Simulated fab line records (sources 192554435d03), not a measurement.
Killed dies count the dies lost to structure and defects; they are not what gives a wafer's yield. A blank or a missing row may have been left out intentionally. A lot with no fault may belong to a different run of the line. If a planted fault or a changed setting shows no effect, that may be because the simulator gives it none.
Matching of chambers | flow n5-finfet | pecvd-01 running N5_FIN_SAQP_PECVD_06: 3 sister chambers
The step deposits a-Si from SiH4/He, target thk 60 nm, time 48.1 s. 6 wafers are shown with their chamber, then 12 later ones without.

## WAFERS, EACH WITH ITS CHAMBER
wafer  | chamber | showerhead-plenum-p-Torr (Torr) | throttle-valve-pct (%)
L091.5 | 0       | 5.64                            | 18.7
L092.2 | 0       | 5.64                            | 18.8
L092.4 | 1       | 5.59                            | 18.1
L093.1 | 2       | 5.71                            | 17.3
L093.3 | 1       | 5.60                            | 18.0
L093.4 | 2       | 5.69                            | 17.4

## WAFERS WHOSE CHAMBER IS MISSING
wafer  | showerhead-plenum-p-Torr (Torr) | throttle-valve-pct (%)
L095.2 | 5.60                            | 17.9
L095.4 | 5.65                            | 18.8
L095.5 | 5.70                            | 17.3
L096.1 | 5.70                            | 17.5
L096.2 | 5.59                            | 18.0
L096.3 | 5.65                            | 18.6
L096.4 | 5.72                            | 17.3
L096.5 | 5.59                            | 18.0
L096.6 | 5.64                            | 18.5
L097.1 | 5.71                            | 17.7
L097.4 | 5.70                            | 17.6
L097.6 | 5.65                            | 18.5

## WHICH CHAMBER EACH ONE RAN IN
wafer  | from the rows above | in truth
L095.2 | 1                   | 1
L095.4 | 0                   | 0
L095.5 | 2                   | 2
L096.1 | 2                   | 2
L096.2 | 1                   | 1
L096.3 | 0                   | 0
L096.4 | 2                   | 2
L096.5 | 1                   | 1
L096.6 | 0                   | 0
L097.1 | 2                   | 2
L097.4 | 2                   | 2
L097.6 | 0                   | 0
Placed correctly: 12 of 12. From these rows, 0 cannot be placed. 0 placed wrongly.
How it was worked out, from the rows above alone: a wafer's distance from a chamber is the root of the sum, over the readings, of the square of ((its reading less the chamber's mean) divided by the reading's scatter). If the next closest chamber is less than 2 further off than the closest, the wafer can't be placed; otherwise it belongs to the closest. For every chamber, the mean is computed from those of its wafers that are shown. The scatter is the square root of a quotient: the sum, over the shown wafers, of each reading's squared deviation from its chamber's mean, divided by wafers minus chambers.
